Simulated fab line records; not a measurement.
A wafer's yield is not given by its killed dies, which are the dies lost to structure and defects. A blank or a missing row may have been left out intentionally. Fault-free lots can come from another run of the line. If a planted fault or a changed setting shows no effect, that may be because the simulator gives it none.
Chamber matching -- flow nand harc -- cmp-02 running NHARC_A_CONTACT_CMP_20: 4 sister chambers
The step polishes, t overpolish 30 s, target thk 300 nm. 8 wafers are shown with their chamber, then 8 later ones without.

WAFERS, EACH WITH ITS CHAMBER
wafer,chamber,motor current A (A),time to endpoint s (s)
L475.5,2,14.1,67
L477.3,1,13.0,64
L477.5,0,13.8,54
L480.1,1,12.4,68
L480.2,0,14.2,59
L479.5,2,13.7,67
L479.6,3,10.9,63
L481.2,3,11.6,60

WAFERS WITH NO CHAMBER GIVEN
wafer,motor current A (A),time to endpoint s (s)
L481.4,14.3,66
L481.5,13.5,61
L483.3,11.6,68
L483.5,12.7,65
L483.6,14.2,67
L485.3,14.2,64
L485.4,11.7,66
L485.5,14.0,58

EACH ONE'S CHAMBER
wafer,from the rows above,in truth
L481.4,2,2
L481.5,can't be placed: 0 or 2 or 1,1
L483.3,can't be placed: 3 or 1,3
L483.5,1,1
L483.6,2,2
L485.3,can't be placed: 2 or 0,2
L485.4,can't be placed: 3 or 1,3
L485.5,0,0
Correctly placed: 4 of 8. Cannot be placed on the basis of these rows: 4; the candidates contain the true chamber in 4. Placed wrongly: 0.
How it was worked out, from the rows above alone: a wafer's distance from a chamber is the root of the sum, over the readings, of the square of ((its reading less the chamber's mean) divided by the reading's scatter). The wafer belongs to the nearest chamber; if the next one is less than 2 further off, it can't be placed. The mean given for a chamber averages the wafers shown for that chamber. The scatter is the square root of a quotient: the sum, over the shown wafers, of each reading's squared deviation from its chamber's mean, divided by wafers minus chambers.
